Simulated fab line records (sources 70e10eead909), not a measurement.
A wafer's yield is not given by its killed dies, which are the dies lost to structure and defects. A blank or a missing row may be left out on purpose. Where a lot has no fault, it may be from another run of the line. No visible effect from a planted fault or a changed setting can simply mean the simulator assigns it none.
Matching of chambers :: flow nand harc :: NHARC_A_WL_FILL_ALD_02 on ald metal-01 has 4 sister chambers
The step deposits TiN, target thk 2 nm, pulse time 3 s, ald cycles 100. 14 wafers are shown with their chamber, then 7 later ones without.

WAFERS PAIRED WITH THEIR CHAMBERS
wafer: L074.1
chamber: 2
heater power w (W): 1082
precursor pulse height rel: 1.008

wafer: L074.2
chamber: 3
heater power w (W): 1031
precursor pulse height rel: 0.982

wafer: L074.4
chamber: 1
heater power w (W): 1078
precursor pulse height rel: 0.988

wafer: L078.2
chamber: 2
heater power w (W): 1051
precursor pulse height rel: 0.989

wafer: L078.4
chamber: 0
heater power w (W): 942
precursor pulse height rel: 1.004

wafer: L078.6
chamber: 3
heater power w (W): 1006
precursor pulse height rel: 0.998

wafer: L083.3
chamber: 1
heater power w (W): 1088
precursor pulse height rel: 0.988

wafer: L083.4
chamber: 1
heater power w (W): 1101
precursor pulse height rel: 0.991

wafer: L083.5
chamber: 0
heater power w (W): 923
precursor pulse height rel: 0.996

wafer: L082.1
chamber: 2
heater power w (W): 1093
precursor pulse height rel: 1.007

wafer: L082.5
chamber: 1
heater power w (W): 1065
precursor pulse height rel: 0.993

wafer: L082.6
chamber: 2
heater power w (W): 1081
precursor pulse height rel: 1.007

wafer: L084.1
chamber: 1
heater power w (W): 1061
precursor pulse height rel: 0.992

wafer: L084.4
chamber: 3
heater power w (W): 1029
precursor pulse height rel: 0.975

SIGNATURES (averages over the wafers above)
reading: heater power w
chamber 0: 932.50
chamber 1: 1078.60
chamber 2: 1076.75
chamber 3: 1022.00
scatter within a chamber: 16.2

reading: precursor pulse height rel
chamber 0: 1.00000
chamber 1: 0.99040
chamber 2: 1.00275
chamber 3: 0.98500
scatter within a chamber: 0.00764
Rule: distance of a wafer from a chamber = root of the sum over the readings of ((wafer's reading minus chamber's mean) / reading's scatter) squared. If the next closest chamber is less than 2 further off than the closest, the wafer can't be placed; otherwise it belongs to the closest. The scatter: the root of (the sum of the squares of (reading less its chamber's mean) over the shown wafers, divided by (wafers less chambers)).

WAFERS WITHOUT THEIR CHAMBER
wafer: L084.5
heater power w (W): 1044
precursor pulse height rel: 0.977

wafer: L090.1
heater power w (W): 1029
precursor pulse height rel: 1.034

wafer: L090.2
heater power w (W): 1068
precursor pulse height rel: 0.978

wafer: L090.5
heater power w (W): 1063
precursor pulse height rel: 1.003

wafer: L097.3
heater power w (W): 1075
precursor pulse height rel: 0.982

wafer: L097.5
heater power w (W): 1183
precursor pulse height rel: 0.996

wafer: L097.6
heater power w (W): 824
precursor pulse height rel: 1.028

THE CHAMBER EACH PASSED THROUGH
wafer: L084.5
from the rows above: can't be placed: 3 or 1
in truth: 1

wafer: L090.1
from the rows above: can't be placed: 2 or 3 or 1
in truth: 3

wafer: L090.2
from the rows above: can't be placed: 1 or 3 or 2
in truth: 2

wafer: L090.5
from the rows above: can't be placed: 2 or 1
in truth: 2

wafer: L097.3
from the rows above: can't be placed: 1 or 2
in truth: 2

wafer: L097.5
from the rows above: can't be placed: 1 or 2
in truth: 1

wafer: L097.6
from the rows above: 0
in truth: 0
1 of 7 placed correctly. Cannot be placed on the basis of these rows: 6; the candidates contain the true chamber in 6. Wrongly placed: 0.
